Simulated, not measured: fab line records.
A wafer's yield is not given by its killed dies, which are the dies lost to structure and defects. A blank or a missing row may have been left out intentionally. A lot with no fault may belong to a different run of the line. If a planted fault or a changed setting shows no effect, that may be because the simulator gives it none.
fab line records    flow nandHarc
record: lots: 13  wafers: 39  lastDay: 24
route steps=1159 shown P_M0@275 THIN_TSV@1124 END@1159
lots that met no fault: from a run of the same line without faults
startH: start of the lot's first displayed wafer, in hours after the record's first day    waitH: time in hours since the lot's previous step    " unchanged from the row above    L1.1+2: several wafers, shown together as one row    - value missing, or start not given    * or withheld: withheld    < > ~ a bound
route shown NAME@n: a module of which the file shows steps, and the number in the route of the first    usual: mean/standard deviation of fault-free wafers    same: alike in all rows    chamber/n: place in a boat    sites: the reading at each site    _std_site: the standard deviation of these    _edge_site: mean of outer sites minus mean of inner sites    radiusMm: for every site, how far away it sits from the centre of the wafer    mask NAME#n: copy n    behind: the tool/chamber that last shaped the wafer    hold: reason for holding the lot/hours on hold/outcome of the hold    device: the transistor (n, p or np) that didn't switch    end of line: the same wafers' tests at the end of the route    step lacking rows: just its recipe    killed: at the first sort, the dies lost to defects and structure; wafer yield is something else    map: the dies of a wafer, with x for killed, . for not killed, _ for no die there
set.NAME: setting as actually run; set.NAME@STEP: the setting as run at that earlier step    model.NAME: the simulator's own value behind a step, which no gauge read
a sample of lots followed through the steps of the route, with each step as a table and each wafer as a row
services: a tool's chamber out of use, with start hour (startH, from the record's first day; less than 0 if before it), hours out, and reason
== steps ==
step: NHARC_P_M0_PVD_21
recipe: targetThkA: 300  chamberPressurePa: 5  powerW: 5000  substrateTempC: 30  timeS: 20.49  material: Cu
usual: throttleValvePct: 30.2/0.86
lot.wafer  tool           chamber  startH  waitH  throttleValvePct
L978.1     pvdSputter-01  -        111.09  -      29.5
L978.6     "              -        "       "      29.5
L978.5     "              -        "       "      30.9
L980.4     pvdSputter-02  -        134.10  -      29.1
L980.5     "              -        "       "      28.9
L980.6     "              -        "       "      30.8
L979.1     pvdSputter-02  -        134.71  -      28.9
L979.3     "              -        "       "      30.6
L979.6     "              -        "       "      30.7
L982.1     pvdSputter-01  -        136.55  -      29.9
L982.5     "              -        "       "      30.6
L982.6     "              -        "       "      29.8
L981.4     pvdSputter-01  -        140.10  -      29.9
L981.1     "              -        "       "      30.6
L981.6     "              -        "       "      30.4
L983.1     pvdSputter-01  -        148.49  -      30.1
L983.2     "              -        "       "      29.6
L983.6     "              -        "       "      29.9
L984.1     pvdSputter-03  -        154.05  -      31.3
L984.3     "              -        "       "      28.6
L984.5     "              -        "       "      31.2
L993.4     pvdSputter-01  -        213.90  -      29.8
L993.1     "              -        "       "      30.0
L993.6     "              -        "       "      30.9
L994.1     pvdSputter-01  -        214.54  -      31.0
L994.3     "              -        "       "      29.6
L994.6     "              -        "       "      29.6
L995.4     pvdSputter-01  -        217.74  -      29.8
L995.5     "              -        "       "      29.6
L995.6     "              -        "       "      30.9
L996.4     pvdSputter-03  -        229.22  -      30.1
L996.3     "              -        "       "      30.7
L996.6     "              -        "       "      30.2
L999.1     pvdSputter-03  -        240.66  -      30.6
L999.3     "              -        "       "      28.5
L999.6     "              -        "       "      30.8
L998.2     pvdSputter-02  -        241.18  -      29.1
L998.1     "              -        "       "      29.6
L998.5     "              -        "       "      28.8
step: NHARC_THIN_TSV_DEP_47
recipe: targetThkA: 2000  tempC: withheld  pressureTorr: 6.5  rfW: 900  teosFlowSccm: 161.4  flowSccm: 2650  targetThkNm: 200  gas: O2  material: SiO2
usual: rfFwdPowerW: 898.4/2.8  throttleValvePct: 16.1/0.42
lot.wafer  tool      chamber  startH  waitH  rfFwdPowerW  throttleValvePct
L978.1     pecvd-02  1        415.72  -      900.2        15.8
L978.5     "         1        "       "      899.7        15.9
L978.6     "         0        "       "      895.0        15.7
L980.6     pecvd-04  0        430.89  -      901.6        16.3
L980.5     "         1        "       "      899.1        15.9
L980.4     "         2        "       "      896.6        15.8
L981.1     pecvd-04  2        436.45  -      900.6        15.9
L981.6     "         1        "       "      897.9        15.7
L981.4     "         2        "       "      899.6        15.7
L979.1     pecvd-01  1        437.62  -      899.2        16.3
L979.3     "         2        "       "      902.0        15.5
L979.6     "         1        "       "      900.6        16.0
L982.1     pecvd-02  0        444.37  -      898.7        15.9
L982.6     "         1        "       "      895.6        15.5
L982.5     "         2        "       "      900.4        16.5
L983.1     pecvd-04  1        445.55  -      900.9        15.9
L983.2     "         2        "       "      897.7        15.7
L983.6     "         0        "       "      902.3        16.1
L984.1     pecvd-01  2        491.00  -      895.0        15.6
L984.3     "         0        "       "      898.6        17.0
L984.5     "         0        "       "      896.0        16.8
L993.1     pecvd-04  1        510.14  -      895.8        16.0
L993.6     "         1        "       "      904.4        16.1
L995.4     pecvd-01  0        524.10  -      898.1        17.2
L995.6     "         1        "       "      894.9        16.1
L994.3     pecvd-01  1        534.27  -      897.1        16.7
L994.1     "         0        "       "      898.0        16.9
L996.3     pecvd-04  1        542.16  -      899.9        16.1
L996.4     "         0        "       "      898.1        16.3
L996.6     "         2        "       "      894.9        16.2
L998.1     pecvd-01  0        549.28  -      901.9        17.0
L998.2     "         1        "       "      898.3        16.6
L998.5     "         0        "       "      899.0        17.1
L999.3     pecvd-04  2        550.36  -      903.6        16.0
L999.1     "         0        "       "      893.3        16.5
L999.6     "         2        "       "      897.2        15.9
step: NHARC_THIN_TSV_DEGAS_49
recipe: tempC: 300  timeS: 120
usual: heaterPowerW: 474/34
lot.wafer  tool           chamber  startH  waitH  heaterPowerW
L978.1     pvdSputter-03  -        416.65  0.1    520
L978.6     "              -        "       "      517
L978.5     "              -        "       "      507
L980.4     pvdSputter-01  -        431.69  0.1    466
L980.6     "              -        "       "      458
L980.5     "              -        "       "      476
L981.4     pvdSputter-02  -        437.29  0.1    413
L981.1     "              -        "       "      479
L981.6     "              -        "       "      473
L979.1     pvdSputter-03  -        438.54  0.1    526
L979.3     "              -        "       "      541
L979.6     "              -        "       "      504
L982.1     pvdSputter-01  -        445.30  0.1    447
L982.6     "              -        "       "      467
L982.5     "              -        "       "      423
L983.2     pvdSputter-01  -        446.49  0.2    423
L983.1     "              -        "       "      481
L983.6     "              -        "       "      456
L984.3     pvdSputter-02  -        491.92  0.1    476
L984.1     "              -        "       "      445
L984.5     "              -        "       "      457
L993.1     pvdSputter-02  -        511.05  0.2    433
L993.6     "              -        "       "      480
L995.4     pvdSputter-02  -        524.89  0.1    459
L995.6     "              -        "       "      462
L994.1     pvdSputter-01  -        535.20  0.1    445
L994.3     "              -        "       "      452
L996.4     pvdSputter-02  -        543.19  0.1    459
L996.3     "              -        "       "      456
L996.6     "              -        "       "      425
L998.2     pvdSputter-01  -        550.16  0.1    454
L998.1     "              -        "       "      415
L998.5     "              -        "       "      447
L999.1     pvdSputter-01  -        551.29  0.1    433
L999.3     "              -        "       "      462
L999.6     "              -        "       "      441
step: NHARC_THIN_TSV_STRIP_56
recipe: powerW: 1500  tempC: 250  chemistry: O2
usual: drypumpMotorCurrentA: 5.62/0.28  heaterPowerW: 305/14
lot.wafer  tool            chamber  startH  waitH  drypumpMotorCurrentA  heaterPowerW  rfHoursCounterH
L978.1     plasmaAsher-02  0        420.87  0.1    5.96                  287           18
L978.6     "               1        "       "      5.68                  320           -
L978.5     "               0        "       "      5.96                  282           -
L980.4     plasmaAsher-02  0        435.59  0.2    5.97                  283           -
L980.5     "               1        "       "      5.66                  305           -
L980.6     "               0        "       "      5.96                  275           -
L981.1     plasmaAsher-01  0        441.12  0.1    5.20                  315           50
L981.4     "               1        "       "      5.70                  319           -
L981.6     "               0        "       "      5.20                  315           -
L979.1     plasmaAsher-02  1        442.23  0.1    5.67                  299           25
L979.3     "               1        "       "      5.68                  302           -
L979.6     "               1        "       "      5.66                  311           -
L982.1     plasmaAsher-01  1        449.17  0.1    5.68                  324           53
L982.5     "               0        "       "      5.17                  314           -
L982.6     "               1        "       "      5.69                  326           -
L983.2     plasmaAsher-02  1        450.37  0.1    5.67                  303           28
L983.1     "               0        "       "      5.95                  281           28
L983.6     "               0        "       "      5.95                  286           -
L984.1     plasmaAsher-02  1        495.81  0.1    5.66                  297           44
L984.3     "               1        "       "      5.66                  306           -
L984.5     "               0        "       "      5.98                  282           -
L993.1     plasmaAsher-01  0        514.83  0.1    5.18                  305           17
L993.6     "               0        "       "      5.19                  308           -
L995.4     plasmaAsher-02  0        529.32  0.4    5.95                  276           -
L995.6     "               1        "       "      5.70                  309           -
L994.1     plasmaAsher-01  0        539.53  0.4    5.13                  307           24
L994.3     "               1        "       "      5.67                  320           -
L996.4     plasmaAsher-01  0        547.03  0.2    5.16                  319           -
L996.3     "               1        "       "      5.69                  323           -
L996.6     "               0        "       "      5.19                  306           -
L998.1     plasmaAsher-01  1        554.07  0.1    5.69                  312           30
L998.2     "               0        "       "      5.19                  309           30
L998.5     "               0        "       "      5.18                  306           -
L999.1     plasmaAsher-01  0        555.60  0.4    5.15                  309           31
L999.3     "               1        "       "      5.72                  320           -
L999.6     "               1        "       "      5.71                  313           -
step: NHARC_END_SORT_01
recipe: tempC: 25
usual: defectLimitedYield: 95.3/1.5  killedAtArray: 28/10  killedAtOther: 0.6/1.1  killedAtPeriphery: 3.6/2.6  killedDies: 32/10  killedOpen: 3.3/1.8  killedShort: 1.9/1.4  sort_bin_2_pct: 1.5/0.61  sort_bin_3_pct: 0.27/0.2  sort_bin_4_pct: 3.0/1  sortNPass: 645/10  sortRimYieldPct: 97.3/1.9  sortYieldPct: 95.3/1.5
same: grossDies: 677  sort_bin_5_pct[%]: 0  sort_bin_6_pct[%]: 0  sort_bin_7_pct[%]: 0  sort_bin_8_pct[%]: 0  sortRimNGross: 106.00
lot.wafer  tool       chamber  startH  waitH  defectLimitedYield[%]  killedAtArray  killedAtOther  killedAtPeriphery  killedDies  killedOpen  killedShort  sort_bin_2_pct[%]  sort_bin_3_pct[%]  sort_bin_4_pct[%]  sortNPass  sortRimYieldPct[%]  sortYieldPct[%]
L980.4     prober-02  0        443.45  3.4    95.4                   28             0              3                  31          3           2            1.3                0.30               3.0                646        98.1                95.4
L980.5     prober-02  0        444.25  3.7    95.1                   32             0              1                  33          3           3            1.5                0                  3.4                644        98.1                95.1
L980.6     prober-02  0        445.05  4.0    95.4                   30             0              1                  31          1           3            0.6                1.18               2.8                646        99.1                95.4
L981.1     prober-02  0        449.36  2.5    94.5                   30             0              7                  37          5           2            2.1                0.15               3.2                640        98.1                94.5
L981.4     prober-02  0        451.79  3.4    96.5                   21             0              3                  24          2           2            0.9                0.15               2.5                653        98.1                96.5
L981.6     prober-02  0        453.41  4.1    96.2                   22             1              3                  26          4           2            1.5                0                  2.4                651        96.2                96.2
L983.1     prober-02  0        457.26  2.5    95.3                   30             0              2                  32          2           1            1.0                0.30               3.4                645        98.1                95.3
L983.2     prober-02  0        458.06  2.8    95.7                   26             0              3                  29          5           0            1.2                0.59               2.5                648        95.3                95.7
L983.6     prober-02  0        461.25  4.0    96.3                   22             0              3                  25          3           1            1.0                0.44               2.2                652        100.0               96.3
L982.1     prober-01  0        464.39  2.5    96.0                   19             0              8                  27          3           1            0.9                0.30               2.8                650        96.2                96.0
L982.5     prober-01  0        467.64  3.8    96.2                   17             2              7                  26          6           2            1.0                0.15               2.7                651        94.3                96.2
L982.6     prober-01  0        468.46  4.1    96.6                   13             1              9                  23          5           3            0.7                0.30               2.4                654        97.2                96.6
L984.1     prober-02  0        505.27  2.5    94.5                   37             0              0                  37          2           3            2.1                0.30               3.1                640        97.2                94.5
L984.3     prober-02  0        506.85  3.1    93.8                   41             0              1                  42          3           1            2.4                0.44               3.4                635        97.2                93.8
L984.5     prober-02  0        508.43  3.7    94.1                   38             1              1                  40          1           3            1.9                0.59               3.4                637        97.2                94.1
L993.1     prober-01  0        523.19  2.5    95.4                   24             1              6                  31          2           3            1.5                0.15               3.0                646        98.1                95.4
L993.4     prober-01  0        525.60  3.4    0.3                    29             2              644                675         4           1            96.2               0.44               3.1                2          0.9                 0.3
L993.6     prober-01  0        527.20  4.0    95.1                   22             1              10                 33          5           1            2.4                0.15               2.4                644        96.2                95.1
L995.4     prober-01  0        544.55  3.4    95.4                   28             0              3                  31          4           3            2.2                0.15               2.2                646        96.2                95.4
L995.5     prober-01  0        545.34  3.7    0.4                    34             0              640                674         1           5            95.6               0.15               3.8                3          0.9                 0.4
L995.6     prober-01  0        546.13  4.0    95.0                   34             0              0                  34          5           1            1.8                0.59               2.7                643        95.3                95.0
L994.1     prober-02  0        547.82  2.5    96.5                   21             0              3                  24          5           1            1.3                0                  2.2                653        97.2                96.5
L994.3     prober-02  0        549.42  3.1    96.2                   21             0              5                  26          3           1            1.0                0                  2.8                651        96.2                96.2
L994.6     prober-02  0        551.82  4.0    0.7                    25             0              647                672         3           4            96.0               0.30               3.0                5          0                   0.7
L996.3     prober-02  0        557.22  3.1    96.3                   19             0              6                  25          5           1            0.9                0.15               2.7                652        97.2                96.3
L996.4     prober-02  0        558.03  3.4    96.2                   21             0              5                  26          2           2            1.3                0.15               2.4                651        98.1                96.2
L996.6     prober-02  0        559.64  4.0    97.6                   16             0              0                  16          0           0            0.7                0.15               1.5                661        100.0               97.6
killed by level:class
L980.4 A_CHANNEL_HOLE_D1:chamberFilmFlake=19 A_CONTACT:geometricParticle:open=2 A_STAIRCASE:chamberFilmFlake=2 A_SLIT:chamberFilmFlake=2 A_CONTACT:chamberFilmFlake=2 P_GATE:geometricParticle:short=1 P_M1:geometricParticle:open=1 A_CHANNEL_FILL_D1:geometricParticle:short=1
L980.5 A_CHANNEL_HOLE_D1:chamberFilmFlake=18 A_STAIRCASE:chamberFilmFlake=5 A_SLIT:chamberFilmFlake=3 P_M0:geometricParticle:short=1 A_CHANNEL_FILL_D1:geometricParticle:short=1 A_CHANNEL_FILL_D1:geometricParticle:open=1 A_SGD_CUT:geometricParticle:open=1 A_M0:geometricParticle:open=1
L980.6 A_CHANNEL_HOLE_D1:chamberFilmFlake=18 A_STAIRCASE:chamberFilmFlake=4 A_CONTACT:chamberFilmFlake=4 P_M0:geometricParticle:short=1 A_CHANNEL_FILL_D1:geometricParticle:short=1 A_STAIRCASE:geometricParticle:short=1 A_CONTACT:geometricParticle:open=1 A_WL_FILL:chamberFilmFlake=1
L981.1 A_CHANNEL_HOLE_D1:chamberFilmFlake=14 A_STAIRCASE:chamberFilmFlake=6 P_GATE:geometricParticle:open=3 A_WL_FILL:chamberFilmFlake=3 P_GATE:chamberFilmFlake=2 A_SLIT:chamberFilmFlake=2 A_CONTACT:chamberFilmFlake=2 P_GATE:geometricParticle:short=1
L981.4 A_CHANNEL_HOLE_D1:chamberFilmFlake=12 A_STAIRCASE:chamberFilmFlake=3 P_STI:chamberFilmFlake=2 A_CONTACT:chamberFilmFlake=2 P_CONTACT:geometricParticle:open=1 A_CONTACT:geometricParticle:open=1 A_BLC:geometricParticle:short=1 A_M0:geometricParticle:short=1
L981.6 A_CHANNEL_HOLE_D1:chamberFilmFlake=12 P_GATE:chamberFilmFlake=3 A_M0:geometricParticle:open=2 A_CONTACT:chamberFilmFlake=2 A_WL_FILL:geometricParticle:short=1 A_CONTACT:geometricParticle:open=1 A_BONDPAD:geometricParticle:open=1 STARTING-WAFER:geometricParticle:short=1
L983.1 A_SLIT:chamberFilmFlake=16 A_CONTACT:chamberFilmFlake=5 A_ZERO_WELL:chamberFilmFlake=3 A_CHANNEL_HOLE_D1:chamberFilmFlake=2 P_CONTACT:geometricParticle:open=1 A_CHANNEL_HOLE_D1:geometricParticle:short=1 A_CHANNEL_HOLE_D1:geometricParticle:open=1 P_BONDPAD:chamberFilmFlake=1
L983.2 A_SLIT:chamberFilmFlake=12 A_CONTACT:chamberFilmFlake=4 A_STAIRCASE:chamberFilmFlake=2 A_SGD_CUT:chamberFilmFlake=2 P_M0:geometricParticle:open=1 A_ONON_D1:geometricParticle:open=1 A_CHANNEL_FILL_D1:geometricParticle:open=1 A_M0:geometricParticle:open=1
L983.6 A_SLIT:chamberFilmFlake=15 P_CONTACT:geometricParticle:open=1 A_SGD_CUT:geometricParticle:open=1 A_WL_FILL:geometricParticle:short=1 A_M0:geometricParticle:open=1 P_ZERO_WELL:chamberFilmFlake=1 P_STI:chamberFilmFlake=1 A_ZERO_WELL:chamberFilmFlake=1
L982.1 A_WL_FILL:chamberFilmFlake=5 P_ZERO_WELL:chamberFilmFlake=4 A_CHANNEL_HOLE_D1:chamberFilmFlake=4 A_CONTACT:chamberFilmFlake=3 P_GATE:chamberFilmFlake=2 P_M1:chamberFilmFlake=2 A_STAIRCASE:chamberFilmFlake=2 A_SLIT:geometricParticle:open=1
L982.5 A_CONTACT:geometricParticle:open=4 A_STAIRCASE:chamberFilmFlake=4 A_WL_FILL:geometricParticle:short=2 P_M1:chamberFilmFlake=2 A_CHANNEL_HOLE_D1:chamberFilmFlake=2 A_WL_FILL:chamberFilmFlake=2 THIN_TSV:chamberFilmFlake=2 P_CONTACT:geometricParticle:open=1
L982.6 A_CHANNEL_HOLE_D1:chamberFilmFlake=5 P_GATE:chamberFilmFlake=3 P_CONTACT:geometricParticle:open=2 A_WL_FILL:chamberFilmFlake=2 P_STI:geometricParticle:short=1 P_GATE:geometricParticle:open=1 A_SLIT:geometricParticle:short=1 THIN_TSV:chamberFilmFlake=1
L984.1 A_CHANNEL_HOLE_D1:chamberFilmFlake=20 A_SLIT:chamberFilmFlake=7 A_CONTACT:chamberFilmFlake=4 A_SGD_CUT:geometricParticle:short=2 A_SOURCE_PLATE:geometricParticle:short=1 A_CONTACT:geometricParticle:open=1 A_BLC:geometricParticle:open=1 A_WL_FILL:chamberFilmFlake=1
L984.3 A_CHANNEL_HOLE_D1:chamberFilmFlake=17 A_SLIT:chamberFilmFlake=11 A_CONTACT:chamberFilmFlake=5 A_WL_FILL:chamberFilmFlake=3 P_CONTACT:geometricParticle:open=1 A_CHANNEL_FILL_D1:geometricParticle:open=1 A_WL_FILL:geometricParticle:open=1 A_CONTACT:geometricParticle:short=1
L984.5 A_CHANNEL_HOLE_D1:chamberFilmFlake=15 A_SLIT:chamberFilmFlake=13 A_WL_FILL:chamberFilmFlake=4 A_CONTACT:chamberFilmFlake=2 P_M0:geometricParticle:short=1 A_ONON_D1:geometricParticle:short=1 A_STAIRCASE:geometricParticle:open=1 A_CONTACT:geometricParticle:short=1
L993.1 A_CHANNEL_HOLE_D1:chamberFilmFlake=19 P_M0:chamberFilmFlake=4 P_STI:geometricParticle:short=1 A_ONON_D1:geometricParticle:short=1 A_CHANNEL_HOLE_D1:geometricParticle:open=1 A_CONTACT:geometricParticle:short=1 A_BLC:geometricParticle:open=1 P_GATE:chamberFilmFlake=1
L993.4 P_M0:areaPvd=638 A_CHANNEL_HOLE_D1:chamberFilmFlake=20 P_M0:chamberFilmFlake=4 A_STAIRCASE:chamberFilmFlake=3 A_CONTACT:chamberFilmFlake=2 THIN_TSV:chamberFilmFlake=2 P_GATE:geometricParticle:short=1 P_M0:geometricParticle:open=1
L993.6 A_CHANNEL_HOLE_D1:chamberFilmFlake=17 P_M0:chamberFilmFlake=5 P_M2:geometricParticle:open=2 A_STAIRCASE:chamberFilmFlake=2 P_GATE:geometricParticle:open=1 A_ONON_D1:geometricParticle:open=1 A_CHANNEL_HOLE_D1:geometricParticle:open=1 A_CHANNEL_FILL_D1:geometricParticle:short=1
L995.4 A_SLIT:chamberFilmFlake=13 A_STAIRCASE:chamberFilmFlake=5 A_CHANNEL_HOLE_D1:chamberFilmFlake=2 A_CONTACT:chamberFilmFlake=2 P_STI:geometricParticle:short=1 P_M0:geometricParticle:open=1 A_SOURCE_PLATE:geometricParticle:open=1 A_SOURCE_PLATE:geometricParticle:short=1
L995.5 P_M0:areaPvd=639 A_STAIRCASE:chamberFilmFlake=12 A_SLIT:chamberFilmFlake=9 A_CONTACT:chamberFilmFlake=5 A_ONON_D1:geometricParticle:short=2 A_CONTACT:geometricParticle:short=1 A_CONTACT:geometricParticle:open=1 A_M0:geometricParticle:short=1
L995.6 A_SLIT:chamberFilmFlake=11 A_CHANNEL_HOLE_D1:chamberFilmFlake=6 A_STAIRCASE:chamberFilmFlake=5 A_CONTACT:chamberFilmFlake=5 A_CONTACT:geometricParticle:open=2 A_ONON_D1:geometricParticle:open=1 A_CHANNEL_FILL_D1:geometricParticle:short=1 A_WL_FILL:geometricParticle:open=1
L994.1 A_CHANNEL_HOLE_D1:chamberFilmFlake=4 A_SGD_CUT:chamberFilmFlake=4 A_WL_FILL:chamberFilmFlake=4 P_CONTACT:geometricParticle:open=2 A_CONTACT:geometricParticle:open=2 A_STAIRCASE:chamberFilmFlake=2 A_CONTACT:chamberFilmFlake=2 A_M0:geometricParticle:open=1
L994.3 A_STAIRCASE:chamberFilmFlake=8 A_CHANNEL_HOLE_D1:chamberFilmFlake=5 A_CONTACT:chamberFilmFlake=3 A_SGD_CUT:chamberFilmFlake=2 P_GATE:geometricParticle:open=1 P_M1:geometricParticle:open=1 P_M2:geometricParticle:open=1 A_CHANNEL_FILL_D1:geometricParticle:short=1
L994.6 P_M0:areaPvd=641 P_M0:chamberFilmFlake=4 A_CHANNEL_HOLE_D1:chamberFilmFlake=4 A_STAIRCASE:chamberFilmFlake=4 A_SGD_CUT:chamberFilmFlake=3 A_CONTACT:geometricParticle:short=2 A_ZERO_WELL:chamberFilmFlake=2 A_SLIT:chamberFilmFlake=2
L996.3 A_CONTACT:chamberFilmFlake=8 A_CHANNEL_HOLE_D1:chamberFilmFlake=6 P_M0:geometricParticle:open=2 A_SLIT:chamberFilmFlake=2 P_GATE:geometricParticle:open=1 A_CHANNEL_FILL_D1:geometricParticle:open=1 A_SGD_CUT:geometricParticle:short=1 A_CONTACT:geometricParticle:open=1
L996.4 A_CHANNEL_HOLE_D1:chamberFilmFlake=9 A_CONTACT:chamberFilmFlake=9 A_STAIRCASE:chamberFilmFlake=2 P_CONTACT:geometricParticle:open=1 P_M1:geometricParticle:open=1 P_M1:geometricParticle:short=1 P_M2:geometricParticle:short=1 P_GATE:chamberFilmFlake=1
L996.6 A_CHANNEL_HOLE_D1:chamberFilmFlake=6 A_CONTACT:chamberFilmFlake=6 A_STAIRCASE:chamberFilmFlake=2 A_CHANNEL_FILL_D1:chamberFilmFlake=1 A_M0:chamberFilmFlake=1
== services ==
tool            chamber  startH  hours  kind
plasmaAsher-01  -        99.29   9.0    pm
pvdSputter-03   -        102.00  10.0   pm
pvdSputter-01   -        158.00  10.0   pm
pvdSputter-01   -        175.58  8.5    repair
plasmaAsher-02  -        183.21  9.0    pm
pecvd-04        0        186.26  3.5    repair
pecvd-04        -        195.37  13.0   pm
pvdSputter-02   -        214.06  10.0   pm
pvdSputter-02   -        250.20  1.5    repair
plasmaAsher-01  -        276.63  9.0    pm
pvdSputter-02   -        295.64  2.8    repair
plasmaAsher-01  -        295.72  9.0    repair
pvdSputter-02   -        311.84  2.6    repair
pvdSputter-01   -        336.00  10.0   pm
plasmaAsher-02  -        360.21  9.0    pm
pecvd-04        -        376.37  13.0   pm
pvdSputter-02   -        392.06  10.0   pm
pecvd-04        -        393.66  0.8    repair
plasmaAsher-01  -        453.70  9.0    pm
pvdSputter-01   -        514.00  10.0   pm
pecvd-04        -        529.94  0.9    repair
pvdSputter-01   -        530.50  4.3    repair
plasmaAsher-01  -        532.26  2.6    repair
plasmaAsher-02  -        537.21  9.0    pm
== key ==
firstSign: step: NHARC_END_SORT_01  reading: killedAtPeriphery  direction: up  sigmas: 99+  usual: 3.6  struck: 643.7
effect: step: NHARC_END_SORT_01  reading: sort_bin_2_pct  direction: up  sigmas: 99+  usual: 1.5  struck: 95.9
moreKillsBornAt: NHARC_P_M0_PVD_21@pvdSputter-01: 1918
metAt NHARC_P_M0_PVD_21
struckLots L993,L994,L995
struckWafers L993.4,L994.6,L995.5
laterRowsLeftOut L993.4,L994.6,L995.5
notActingAt NHARC_THIN_TSV_DEP_47,NHARC_THIN_TSV_DEGAS_49,NHARC_THIN_TSV_STRIP_56
onsetBetween 140.10 213.90
fault: kind: processParameterDrift  tool: pvdSputter-01  chamber: -  onsetH: 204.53  steps: NHARC_P_M0_PVD_21  channel: targetThkA  offset: *  shape: step  endH: 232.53  actsIn: *  stated: *  scope: struckWafersOnly
laterRowsLeftOut: the simulator's readings of these wafers behind a module that went badly wrong aren't trusted and aren't shown, but for the sort
